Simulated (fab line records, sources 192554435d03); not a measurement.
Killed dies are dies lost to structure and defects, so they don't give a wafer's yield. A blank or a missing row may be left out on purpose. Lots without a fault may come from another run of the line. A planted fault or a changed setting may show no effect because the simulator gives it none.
Which tool did it? | flow n5_finfet | 24 lots, 72 wafers sampled, at 2 steps of a route of 1938

WHAT THE GAUGES READ, wafer by wafer
N5_BEOL_M6_CD_MEAS_11: target cd 38.5 nm.
lot  | measured     | on        | cd_nm (nm)
L074 | day 10 09:17 | cd_sem-03 | 37.5 38.5 38.7
L075 | day 11 01:10 | cd_sem-01 | 38.0 38.5 38.5
L077 | day 11 08:29 | cd_sem-01 | 38.7 38.8 38.3
L078 | day 11 16:29 | cd_sem-03 | 38.3 38.8 38.2
L076 | day 11 16:38 | cd_sem-03 | 38.4 38.2 38.7
L079 | day 12 01:19 | cd_sem-01 | 39.4 38.8 39.7
L081 | day 12 06:36 | cd_sem-01 | 38.8 39.0 38.5
L082 | day 12 09:50 | cd_sem-02 | 38.2 37.6 38.3
L080 | day 12 10:09 | cd_sem-02 | 38.2 38.5 38.6
L083 | day 12 14:12 | cd_sem-02 | 38.3 38.2 38.2
L084 | day 12 15:46 | cd_sem-01 | 38.3 38.1 38.7
L085 | day 13 15:28 | cd_sem-01 | 38.0 38.1 38.4
L086 | day 13 16:28 | cd_sem-01 | 38.3 38.4 38.5
L087 | day 13 16:54 | cd_sem-03 | 38.3 38.4 37.7
L088 | day 13 17:46 | cd_sem-02 | 38.5 38.3 38.2
L089 | day 14 14:53 | cd_sem-03 | 38.4 38.5 38.5
L090 | day 15 01:13 | cd_sem-01 | 37.5 38.4 38.7
L093 | day 15 04:05 | cd_sem-02 | 37.9 38.0 38.6
L092 | day 15 03:55 | cd_sem-01 | 38.5 38.9 38.7
L091 | day 15 11:55 | cd_sem-03 | 38.5 37.7 37.8
L096 | day 16 12:48 | cd_sem-01 | 38.8 38.7 38.0
L095 | day 16 19:32 | cd_sem-02 | 38.3 38.2 38.4
L094 | day 16 22:35 | cd_sem-01 | 38.3 38.8 38.3
L097 | day 16 22:47 | cd_sem-01 | 37.9 38.5 38.6

WHICH TOOL RAN EACH LOT (tool, then ch and the chambers of the sampled wafers, then the start)
lot  | N5_BEOL_M5_CO_CAP_78
L074 | cvd_co-02 ch 0,1,2, day 10 06:09
L075 | cvd_co-01 ch 0,1,2, day 10 22:22
L077 | cvd_co-01 ch 1,2, day 11 07:04
L078 | cvd_co-01 ch 0,2, day 11 13:17
L076 | cvd_co-02 ch 1,2, day 11 13:20
L079 | cvd_co-01 ch 0,1,2, day 11 22:28
L081 | cvd_co-02 ch 0,1,2, day 12 04:15
L082 | cvd_co-02 ch 0,2, day 12 07:32
L080 | cvd_co-02 ch 0,1,2, day 12 08:07
L083 | cvd_co-02 ch 0,1,2, day 12 12:15
L084 | cvd_co-02 ch 0,1, day 12 13:05
L085 | cvd_co-01 ch 0,1,2, day 13 11:21
L086 | cvd_co-01 ch 0,1,2, day 13 15:10
L087 | cvd_co-02 ch 1,2, day 13 15:22
L088 | cvd_co-01 ch 0,2, day 13 15:46
L089 | cvd_co-02 ch 1,2, day 14 11:31
L090 | cvd_co-01 ch 1,2, day 14 23:21
L093 | cvd_co-01 ch 0,1, day 15 01:45
L092 | cvd_co-01 ch 0,2, day 15 01:52
L091 | cvd_co-01 ch 0,1,2, day 15 09:57
L096 | cvd_co-02 ch 0,1,2, day 16 09:44
L095 | cvd_co-01 ch 0,1, day 16 15:26
L094 | cvd_co-01 ch 0,1,2, day 16 19:44
L097 | cvd_co-02 ch 0,1,2, day 16 20:02
- N5_BEOL_M5_CO_CAP_78: material Co, precursor CCTBA/H2, target thk 2 nm, time 102.1 s.

WHAT THE TOOLS THEMSELVES READ (means of the sampled wafers that have a number; where no wafer has one, the mark that the record gives instead)
N5_BEOL_M5_CO_CAP_78.
lot  | tool      | heater_power_w (W)
L074 | cvd_co-02 | 237
L075 | cvd_co-01 | 233
L077 | cvd_co-01 | 241
L078 | cvd_co-01 | 233
L076 | cvd_co-02 | 228
L079 | cvd_co-01 | 238
L081 | cvd_co-02 | 236
L082 | cvd_co-02 | 217
L080 | cvd_co-02 | 237
L083 | cvd_co-02 | 240
L084 | cvd_co-02 | 246
L085 | cvd_co-01 | 232
L086 | cvd_co-01 | 233
L087 | cvd_co-02 | 230
L088 | cvd_co-01 | 226
L089 | cvd_co-02 | 233
L090 | cvd_co-01 | 242
L093 | cvd_co-01 | 231
L092 | cvd_co-01 | 233
L091 | cvd_co-01 | 233
L096 | cvd_co-02 | 235
L095 | cvd_co-01 | 239
L094 | cvd_co-01 | 238
L097 | cvd_co-02 | 233

THE ANSWER, worked out from the rows above alone
Rule: what is usual is taken from the lots themselves. Put in order of their means at a reading, lots are off if they are a third of the lots or fewer, leave a main group of 4 or more, and stand apart from it by a gap of 3 or more times the standard deviation of the main group's means; of several such gaps the widest counts. A main group whose means are all the same, to the digits that the tables above print for the reading, isn't used. A lot without any number at a reading at which 4 lots or more have one is off too. The other lots that the step has rows for count as sound. The gauges are gone through in route order, then the tools' own readings, and for those a lot's mean is taken as printed above. The first step at which some lot is off is used, and at that step the reading that is off furthest; a lot without a number counts as furthest.
No lot is off at any reading shown: from this, nothing can be told.

WHAT THE SIMULATOR HAD PUT IN
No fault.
